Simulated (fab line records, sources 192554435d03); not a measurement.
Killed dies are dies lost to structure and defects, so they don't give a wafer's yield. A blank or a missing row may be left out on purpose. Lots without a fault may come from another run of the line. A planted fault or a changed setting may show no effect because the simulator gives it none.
One fault seen from 3 desks | flow n5_finfet | each desk has only its own numbers; what lay behind them comes last

THE TOOL OWNER'S DESK: rie_diel-04
The tool's own readings at N5_BEOL_M0_SAQP_ETCH_101 (etches SiNx in CH3F/O2, target depth 29.9 nm, time 42.7 s): means of the sampled wafers that have a number, for each lot that ran on this tool. A lot is out of limits, marked OUT, if its mean lies more than 4 standard deviations from the usual mean; the brackets give that distance.
Columns: A = bias_w at N5_BEOL_M0_SAQP_ETCH_101, usual 72.95 W; B = drypump_motor_current_A at N5_BEOL_M0_SAQP_ETCH_101, usual 5.7 A; C = oes_f_703_au at N5_BEOL_M0_SAQP_ETCH_101, usual 0.77 a.u.; D = oes_product_au at N5_BEOL_M0_SAQP_ETCH_101, usual 0.78 a.u.; E = rf_vpp_V at N5_BEOL_M0_SAQP_ETCH_101, usual 298 V; F = showerhead_plenum_p_Torr at N5_BEOL_M0_SAQP_ETCH_101, usual 2.00 Torr; G = throttle_valve_pct at N5_BEOL_M0_SAQP_ETCH_101, usual 16.45 %
lot  | first seen here | A     | B   | C    | D    | E   | F    | G
L858 | day 5 19:28     | 73.15 | 6.4 | 0.67 | 0.67 | 298 | 2.00 | 16.77
L872 | day 9 02:23     | 73.08 | 5.5 | 0.76 | 0.75 | 299 | 2.01 | 16.53
This desk's finding: nothing out of limits on any of the 2 lots.

THE DEFECT DESK
What the inspections along the route counted, lot by lot: means of the sampled wafers that have a number. A lot is out of limits, marked OUT, if its mean lies more than 4 standard deviations from the usual mean; the brackets give that distance.
Columns: A = raw_defect_count at N5_BEOL_M0_CUTY_INSPECT_59, usual 2.0
lot  | first seen here | A
L858 | day 5 23:07     | 3.0
L872 | day 9 05:58     | 244.3 (+99 or more) OUT
L875 | day 9 22:28     | 3.7
This desk's finding: out of limits on L872; first on L872, day 9 05:58 (raw_defect_count at N5_BEOL_M0_CUTY_INSPECT_59). In limits: L858, L875.

THE METROLOGY DESK
What the gauges read, lot by lot, whatever tool the lot ran on: means of the sampled wafers that have a number. A lot is out of limits, marked OUT, if its mean lies more than 4 standard deviations from the usual mean; the brackets give that distance. Of its 10 readings 7 are shown: those that lie furthest out on some lot.
Columns: A = DIBL_P at N5_BEOL_M4_RC_MEAS_101, usual 36.1 mV/V; B = IOFF_P at N5_BEOL_M4_RC_MEAS_101, usual 0.21 nA/um; C = ION_N at N5_BEOL_M4_RC_MEAS_101, usual 674 uA/um; D = ION_P at N5_BEOL_M4_RC_MEAS_101, usual 463 uA/um; E = SS_P at N5_BEOL_M4_RC_MEAS_101, usual 73.2 mV/dec; F = VT_N at N5_BEOL_M4_RC_MEAS_101, usual 250.0 mV; G = VT_P at N5_BEOL_M4_RC_MEAS_101, usual -250 mV
lot  | first seen here | A    | B    | C   | D   | E    | F     | G
L858 | day 7 22:27     | 36.5 | 0.19 | 680 | 470 | 72.9 | 249.4 | -251
L872 | day 11 04:13    | 35.1 | 0.18 | 678 | 455 | 73.1 | 249.4 | -254
L875 | day 11 18:08    | 35.6 | 0.21 | 663 | 458 | 72.8 | 252.3 | -251
This desk's finding: nothing out of limits on any of the 3 lots.

PUT TOGETHER
The defect desk could have raised an alarm at day 9 05:58, on L872.
The tool owner's desk saw nothing out of limits.
The metrology desk saw nothing out of limits.
The tool owner's desk has L872 on record, within its limits.
The metrology desk has L872 on record, within its limits.
Of the lots named, all ran N5_BEOL_M0_SAQP_ETCH_101 on rie_diel-04.

WHAT THE SIMULATOR HAD PUT IN
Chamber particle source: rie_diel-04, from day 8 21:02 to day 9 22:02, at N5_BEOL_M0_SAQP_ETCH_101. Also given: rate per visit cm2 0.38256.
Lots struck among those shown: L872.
Hours from the fault's start to each desk's first reading out of limits: the defect desk, 9.
